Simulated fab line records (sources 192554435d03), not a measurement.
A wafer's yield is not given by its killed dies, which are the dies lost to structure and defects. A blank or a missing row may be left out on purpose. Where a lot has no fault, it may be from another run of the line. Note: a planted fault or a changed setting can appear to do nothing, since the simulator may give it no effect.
Which tool was responsible? ; flow n5-finfet ; 63 wafers from 21 lots sampled at 6 of the route's 1938 steps

== WHAT THE GAUGES SHOWED, per wafer ==
N5_BEOL_M11_OCD_MEAS_38. Usual: trench-depth-nm reads 148 nm (standard deviation 3.6).
lot;measured;on;trench-depth-nm (nm);flag
L074;day 13 17:53;ocd-01;145 148 147;
L077;day 14 10:16;ocd-01;148 144 146;
L075;day 14 16:25;ocd-02;150 148 157;
L076;day 14 18:49;ocd-02;142 151 144;
L078;day 15 04:18;ocd-02;145 146 145;
L080;day 15 07:55;ocd-01;151 158 156;
L082;day 15 10:32;ocd-01;147 152 157;
L079;day 15 21:39;ocd-02;153 152 145;
L086;day 17 00:04;ocd-02;147 148 147;
L081;day 17 05:00;ocd-02;145 146 147;
L083;day 17 08:12;ocd-01;147 148 147;
L090;day 17 19:22;ocd-01;149 152 151;
L089;day 18 06:29;ocd-02;144 144 151;
L088;day 18 15:24;ocd-01;145 146 149;
L091;day 18 17:21;ocd-02;146 155 155;
L092;day 19 01:18;ocd-02;146 152 144;
L096;day 19 00:49;ocd-01;148 145 148;
L094;day 19 01:40;ocd-01;145 150 146;
L093;day 19 19:44;ocd-01;151 144 144;
L095;day 19 20:42;ocd-02;154 151 144;
L097;day 20 04:38;ocd-01;146 152 157;

== EACH LOT AND THE TOOL THAT RAN IT (in order: tool; ch and the chambers of the sampled wafers; start) ==
lot;N5_BEOL_M11_PECVD_70;N5_BEOL_M11_STRIP_19;N5_BEOL_M11_ETCH_66;N5_BEOL_M11_VIA_ETCH_34;N5_BEOL_M11_STRIP_36
L074;pecvd-03 ch 0,1,2, day 13 12:57;rie-diel-06 ch 0,1,3, day 13 16:17;rie-diel-05 ch 0,2, day 13 17:28;rie-diel-05 ch 0,2, day 13 17:35;rie-diel-05 ch 0,2, day 13 17:40
L077;pecvd-01 ch 0,1,2, day 14 02:07;rie-diel-05 ch 0,1,3, day 14 05:47;rie-diel-05 ch 0,1, day 14 09:51;rie-diel-05 ch 0,1, day 14 09:58;rie-diel-05 ch 0,1, day 14 10:02
L075;pecvd-01 ch 0,1, day 14 12:40;rie-diel-02 ch 0,1, day 14 13:34;rie-diel-06 ch 1,2,3, day 14 16:01;rie-diel-06 ch 1,2,3, day 14 16:08;rie-diel-06 ch 1,2,3, day 14 16:12
L076;pecvd-01 ch 0,1,2, day 14 15:41;rie-diel-02 ch 1,3, day 14 17:45;rie-diel-02 ch 0,1, day 14 18:25;rie-diel-02 ch 0,1, day 14 18:32;rie-diel-02 ch 0,1, day 14 18:35
L078;pecvd-02 ch 0,2, day 15 01:37;rie-diel-02 ch 0,3, day 15 03:22;rie-diel-05 ch 0,3, day 15 03:53;rie-diel-05 ch 0,3, day 15 04:01;rie-diel-05 ch 0,3, day 15 04:04
L080;pecvd-01 ch 0,1, day 15 04:26;rie-diel-05 ch 0,1,3, day 15 05:56;rie-diel-06 ch 2,3, day 15 07:30;rie-diel-06 ch 2,3, day 15 07:37;rie-diel-06 ch 2,3, day 15 07:41
L082;pecvd-01 ch 0,2, day 15 05:21;rie-diel-06 ch 0,1,3, day 15 08:57;rie-diel-06 ch 1,2,3, day 15 10:07;rie-diel-06 ch 1,2,3, day 15 10:15;rie-diel-06 ch 1,2,3, day 15 10:19
L079;pecvd-02 ch 0,1,2, day 15 17:46;rie-diel-06 ch 0,2,3, day 15 19:05;rie-diel-02 ch 0,3, day 15 21:14;rie-diel-02 ch 0,3, day 15 21:22;rie-diel-02 ch 0,3, day 15 21:25
L086;pecvd-01 ch 0,2, day 16 19:18;rie-diel-05 ch 0,2, day 16 22:16;rie-diel-05 ch 0,3, day 16 23:39;rie-diel-05 ch 0,3, day 16 23:46;rie-diel-05 ch 0,3, day 16 23:50
L081;pecvd-02 ch 0,2, day 17 00:40;rie-diel-06 ch 0,3, day 17 02:18;rie-diel-02 ch 2,3, day 17 04:35;rie-diel-02 ch 2,3, day 17 04:43;rie-diel-02 ch 2,3, day 17 04:46
L083;pecvd-02 ch 0,2, day 17 02:40;rie-diel-02 ch 0,2,3, day 17 06:06;rie-diel-05 ch 0,3, day 17 07:47;rie-diel-05 ch 0,3, day 17 07:55;rie-diel-05 ch 0,3, day 17 07:59
L090;pecvd-03 ch 1,2, day 17 14:36;rie-diel-02 ch 1,3, day 17 17:14;rie-diel-05 ch 1,2, day 17 18:57;rie-diel-05 ch 1,2, day 17 19:05;rie-diel-05 ch 1,2, day 17 19:08
L089;pecvd-01 ch 1,2, day 18 03:31;rie-diel-06 ch 2,3, day 18 04:37;rie-diel-02 ch 0,1,3, day 18 06:04;rie-diel-02 ch 0,1,3, day 18 06:11;rie-diel-02 ch 0,1,3, day 18 06:16
L088;pecvd-03 ch 0,2, day 18 07:23;rie-diel-05 ch 0,3, day 18 11:02;rie-diel-02 ch 1,2, day 18 14:59;rie-diel-02 ch 1,2, day 18 15:07;rie-diel-02 ch 1,2, day 18 15:10
L091;pecvd-01 ch 0,1,2, day 18 12:20;rie-diel-05 ch 0,2,3, day 18 16:25;rie-diel-06 ch 0,3, day 18 16:56;rie-diel-06 ch 0,3, day 18 17:04;rie-diel-06 ch 0,3, day 18 17:07
L092;pecvd-03 ch 1,2, day 18 18:35;rie-diel-06 ch 0,2,3, day 18 21:31;rie-diel-06 ch 1,3, day 19 00:53;rie-diel-06 ch 1,3, day 19 01:01;rie-diel-06 ch 1,3, day 19 01:05
L096;pecvd-02 ch 1,2, day 18 19:40;rie-diel-05 ch 0,2,3, day 18 21:38;rie-diel-05 ch 0,2,3, day 19 00:24;rie-diel-05 ch 0,2,3, day 19 00:31;rie-diel-05 ch 0,2,3, day 19 00:35
L094;pecvd-02 ch 0,1,2, day 18 19:47;rie-diel-05 ch 0,1,3, day 18 21:46;rie-diel-02 ch 1,2,3, day 19 01:16;rie-diel-02 ch 1,2,3, day 19 01:23;rie-diel-02 ch 1,2,3, day 19 01:27
L093;pecvd-01 ch 1,2, day 19 14:49;rie-diel-06 ch 0,2, day 19 17:33;rie-diel-05 ch 1,3, day 19 19:20;rie-diel-05 ch 1,3, day 19 19:28;rie-diel-05 ch 1,3, day 19 19:31
L095;pecvd-03 ch 0,1,2, day 19 15:42;rie-diel-05 ch 1,3, day 19 17:35;rie-diel-06 ch 1,2,3, day 19 20:18;rie-diel-06 ch 1,2,3, day 19 20:25;rie-diel-06 ch 1,2,3, day 19 20:29
L097;pecvd-02 ch 0,1,2, day 19 22:49;rie-diel-05 ch 1,2,3, day 20 01:29;rie-diel-06 ch 1,2,3, day 20 04:14;rie-diel-06 ch 1,2,3, day 20 04:21;rie-diel-06 ch 1,2,3, day 20 04:25
- N5_BEOL_M11_PECVD_70: deposits SiO2 from TEOS/O2, target thk 20 nm, time 22.7 s.
- N5_BEOL_M11_STRIP_19: strips in O2.
- N5_BEOL_M11_ETCH_66: etches SOC in N2/H2, target depth 120 nm, overetch 24 nm, time 180 s.
- N5_BEOL_M11_VIA_ETCH_34: etches SiCOH lowk in C4F6/O2, target depth 184.5 nm, time 69.2 s.
- N5_BEOL_M11_STRIP_36: strips in N2/H2.

== WHAT THE TOOLS THEMSELVES READ (means of the sampled wafers that have a number; where no wafer has one, the mark that the record gives instead) ==
N5_BEOL_M11_PECVD_70. Usual: heater-power-w 720 W, standard deviation 78; rf-fwd-power-W 444.2 W, standard deviation 1.9; showerhead-plenum-p-Torr 8.77 Torr, standard deviation 0.054; throttle-valve-pct 22.0 %, standard deviation 1.2.
lot;tool;heater-power-w (W);rf-fwd-power-W (W);showerhead-plenum-p-Torr (Torr);throttle-valve-pct (%);flag
L074;pecvd-03;693;443.0;8.77;23.0;
L077;pecvd-01;717;444.4;8.79;22.2;
L075;pecvd-01;730;443.9;8.82;21.8;
L076;pecvd-01;761;442.9;8.80;21.9;
L078;pecvd-02;678;445.6;8.74;21.2;
L080;pecvd-01;691;444.8;8.76;22.9;
L082;pecvd-01;709;442.8;8.73;23.1;
L079;pecvd-02;742;446.2;8.77;21.9;
L086;pecvd-01;689;444.7;8.76;22.3;
L081;pecvd-02;782;446.5;8.73;21.3;
L083;pecvd-02;654;445.4;8.74;21.4;
L090;pecvd-03;735;443.8;8.72;22.6;
L089;pecvd-01;740;445.5;8.82;21.0;
L088;pecvd-03;714;442.5;8.81;23.2;
L091;pecvd-01;748;443.7;8.80;22.2;
L092;pecvd-03;786;440.8;8.72;22.2;
L096;pecvd-02;828;444.8;8.75;21.3;
L094;pecvd-02;742;444.9;8.76;21.4;
L093;pecvd-01;664;443.6;8.79;21.3;
L095;pecvd-03;723;442.6;8.76;22.9;
L097;pecvd-02;719;445.5;8.76;21.3;

N5_BEOL_M11_STRIP_19. Usual: drypump-motor-current-A 5.6 A, standard deviation 0.43; oes-product-au 0.79 a.u., standard deviation 0.094; rf-vpp-V 3.6 V, standard deviation 0.6; showerhead-plenum-p-Torr 2.10 Torr, standard deviation 0.088; throttle-valve-pct 16.65 %, standard deviation 0.23.
lot;tool;drypump-motor-current-A (A);oes-product-au (a.u.);rf-vpp-V (V);showerhead-plenum-p-Torr (Torr);throttle-valve-pct (%);flag
L074;rie-diel-06;5.8;0.81;3.5;2.13;16.60;
L077;rie-diel-05;5.4;0.69;3.7;2.03;16.76;
L075;rie-diel-02;5.3;0.88;3.4;2.23;16.82;
L076;rie-diel-02;5.9;0.79;3.8;2.08;16.86;
L078;rie-diel-02;5.4;0.84;3.8;2.09;16.90;
L080;rie-diel-05;5.4;0.69;4.0;2.03;16.78;
L082;rie-diel-06;5.8;0.79;3.4;2.12;16.60;
L079;rie-diel-06;5.8;0.85;3.5;2.08;16.49;
L086;rie-diel-05;5.7;0.71;3.5;2.11;16.73;
L081;rie-diel-06;5.9;0.77;3.6;2.07;16.74;
L083;rie-diel-02;5.2;0.86;3.7;2.13;16.76;
L090;rie-diel-02;5.9;0.77;4.2;2.07;16.89;
L089;rie-diel-06;5.7;0.89;3.4;2.06;16.30;
L088;rie-diel-05;5.5;0.67;3.3;1.98;16.76;
L091;rie-diel-05;5.6;0.68;3.5;2.04;16.76;
L092;rie-diel-06;5.8;0.82;3.3;2.07;16.53;
L096;rie-diel-05;5.6;0.68;3.4;2.04;16.78;
L094;rie-diel-05;5.4;0.74;4.2;2.02;16.66;
L093;rie-diel-06;5.7;0.78;3.6;2.05;16.61;
L095;rie-diel-05;5.7;0.74;3.7;2.02;16.57;
L097;rie-diel-05;5.8;0.74;3.6;2.08;16.57;

N5_BEOL_M11_ETCH_66. Usual: for bias-w, 150.0 W with a standard deviation of 0.41; for drypump-motor-current-A, 5.6 A with a standard deviation of 0.46; for oes-product-au, 0.64 a.u. with a standard deviation of 0.069; for rf-fwd-power-W, 836.6 W with a standard deviation of 2.6; for rf-vpp-V, 524.3 V with a standard deviation of 3; for showerhead-plenum-p-Torr, 2.55 Torr with a standard deviation of 0.096; for throttle-valve-pct, 17.9 % with a standard deviation of 0.33.
lot;tool;bias-w (W);drypump-motor-current-A (A);oes-product-au (a.u.);rf-fwd-power-W (W);rf-vpp-V (V);showerhead-plenum-p-Torr (Torr);throttle-valve-pct (%);flag
L074;rie-diel-05;150.4;5.4;0.58;837.8;522.2;2.50;18.0;
L077;rie-diel-05;150.0;5.2;0.57;837.3;522.6;2.47;18.0;
L075;rie-diel-06;150.1;5.7;0.71;835.8;525.2;2.57;17.5;
L076;rie-diel-02;149.8;5.9;0.67;835.0;527.4;2.67;17.8;
L078;rie-diel-05;150.6;5.2;0.57;837.5;519.5;2.41;17.9;
L080;rie-diel-06;149.8;5.9;0.72;838.2;524.6;2.55;17.6;
L082;rie-diel-06;150.1;5.8;0.70;837.2;523.9;2.57;17.5;
L079;rie-diel-02;149.7;5.1;0.70;835.7;527.2;2.61;18.2;
L086;rie-diel-05;150.2;5.5;0.56;836.4;519.8;2.41;17.9;
L081;rie-diel-02;150.2;5.5;0.66;836.5;522.4;2.52;18.3;
L083;rie-diel-05;150.3;5.5;0.56;837.7;520.4;2.40;17.9;
L090;rie-diel-05;149.9;5.8;0.70;837.2;526.2;2.63;17.8;
L089;rie-diel-02;150.0;5.6;0.65;836.9;525.3;2.60;18.1;
L088;rie-diel-02;150.0;5.9;0.65;834.0;526.2;2.62;17.7;
L091;rie-diel-06;150.3;6.0;0.65;838.5;524.2;2.56;17.9;
L092;rie-diel-06;150.1;5.7;0.63;839.0;525.7;2.61;17.6;
L096;rie-diel-05;150.2;5.6;0.56;835.1;522.4;2.49;18.0;
L094;rie-diel-02;150.3;5.7;0.65;838.1;524.5;2.57;18.0;
L093;rie-diel-05;150.6;5.7;0.61;837.0;521.9;2.47;17.9;
L095;rie-diel-06;150.2;5.7;0.66;838.9;525.0;2.55;17.5;
L097;rie-diel-06;150.1;5.7;0.66;836.6;525.3;2.55;17.5;

N5_BEOL_M11_VIA_ETCH_34. Usual: for bias-w, 184.9 W with a standard deviation of 0.54; for drypump-motor-current-A, 5.6 A with a standard deviation of 0.46; for oes-product-au, 0.79 a.u. with a standard deviation of 0.092; for rf-fwd-power-W, 342.0 W with a standard deviation of 1.2; for rf-vpp-V, 678 V with a standard deviation of 18; for showerhead-plenum-p-Torr, 2.85 Torr with a standard deviation of 0.11; for throttle-valve-pct, 20.89 % with a standard deviation of 0.21.
lot;tool;bias-w (W);drypump-motor-current-A (A);oes-product-au (a.u.);rf-fwd-power-W (W);rf-vpp-V (V);showerhead-plenum-p-Torr (Torr);throttle-valve-pct (%);flag
L074;rie-diel-05;184.7;5.4;0.71;342.2;679;2.79;20.97;
L077;rie-diel-05;184.8;5.2;0.69;342.3;678;2.78;21.07;
L075;rie-diel-06;185.8;5.7;0.88;342.6;670;2.89;20.68;
L076;rie-diel-02;185.4;5.9;0.82;341.8;691;2.98;20.87;
L078;rie-diel-05;184.5;5.2;0.70;341.5;683;2.70;20.95;
L080;rie-diel-06;184.6;5.9;0.91;342.3;672;2.87;20.81;
L082;rie-diel-06;185.2;5.7;0.86;342.9;670;2.89;20.68;
L079;rie-diel-02;184.9;5.1;0.86;340.2;697;2.90;21.05;
L086;rie-diel-05;184.6;5.5;0.70;342.8;674;2.70;20.91;
L081;rie-diel-02;185.2;5.5;0.81;342.7;696;2.78;20.93;
L083;rie-diel-05;185.5;5.5;0.69;341.6;675;2.70;20.91;
L090;rie-diel-05;184.3;5.8;0.86;342.2;681;2.94;20.90;
L089;rie-diel-02;184.5;5.6;0.80;340.7;699;2.88;21.01;
L088;rie-diel-02;185.1;6.0;0.79;341.4;681;2.93;20.74;
L091;rie-diel-06;185.0;6.0;0.81;341.7;680;2.87;21.05;
L092;rie-diel-06;184.5;5.7;0.78;340.5;677;2.91;20.71;
L096;rie-diel-05;185.0;5.6;0.68;343.1;671;2.78;20.97;
L094;rie-diel-02;185.1;5.7;0.79;342.8;688;2.85;20.86;
L093;rie-diel-05;185.1;5.7;0.75;341.6;675;2.77;20.87;
L095;rie-diel-06;185.3;5.7;0.82;341.8;669;2.87;20.73;
L097;rie-diel-06;184.4;5.7;0.82;342.5;669;2.87;20.72;

N5_BEOL_M11_STRIP_36. Usual: drypump-motor-current-A 5.6 A, standard deviation 0.46; oes-product-au 0.79 a.u., standard deviation 0.094; rf-vpp-V 59.2 V, standard deviation 1.9; showerhead-plenum-p-Torr 2.55 Torr, standard deviation 0.096; throttle-valve-pct 23.8 %, standard deviation 0.43.
lot;tool;drypump-motor-current-A (A);oes-product-au (a.u.);rf-vpp-V (V);showerhead-plenum-p-Torr (Torr);throttle-valve-pct (%);flag
L074;rie-diel-05;5.4;0.71;58.7;2.49;23.9;
L077;rie-diel-05;5.2;0.68;57.1;2.47;23.9;
L075;rie-diel-06;5.7;0.89;55.5;2.56;23.3;
L076;rie-diel-02;5.9;0.82;60.8;2.66;23.6;
L078;rie-diel-05;5.3;0.70;59.4;2.41;23.8;
L080;rie-diel-06;5.9;0.90;59.1;2.54;23.4;
L082;rie-diel-06;5.7;0.85;60.3;2.56;23.3;
L079;rie-diel-02;5.1;0.86;60.6;2.61;24.2;
L086;rie-diel-05;5.5;0.68;58.0;2.40;23.7;
L081;rie-diel-02;5.5;0.82;59.6;2.51;24.3;
L083;rie-diel-05;5.5;0.68;57.5;2.40;23.7;
L090;rie-diel-05;5.8;0.85;59.4;2.63;23.8;
L089;rie-diel-02;5.6;0.80;59.9;2.59;24.0;
L088;rie-diel-02;5.9;0.80;60.3;2.62;23.4;
L091;rie-diel-06;5.9;0.80;59.6;2.55;23.8;
L092;rie-diel-06;5.7;0.77;58.4;2.60;23.3;
L096;rie-diel-05;5.6;0.67;58.6;2.48;23.9;
L094;rie-diel-02;5.7;0.82;60.2;2.57;23.9;
L093;rie-diel-05;5.7;0.74;60.2;2.47;23.6;
L095;rie-diel-06;5.7;0.82;58.1;2.55;23.3;
L097;rie-diel-06;5.7;0.81;58.5;2.55;23.3;

== THE ANSWER, worked out from the rows above alone ==
Rule: take the mean of a lot's wafers that have a number; if it is more than 3 standard deviations from the usual mean, the lot is off. Also off: a lot with no number at a reading for which 4 or more lots have one. Any other lot the step has rows for is counted as sound. First the gauges in route order, then the tools' own readings, where a lot's mean is used as printed above. The first step at which some lot is off is used, and at that step the reading that is off furthest; a lot without a number counts as furthest.
No lot is off at any reading shown: from this, nothing can be told.

== WHAT THE SIMULATOR HAD INSERTED ==
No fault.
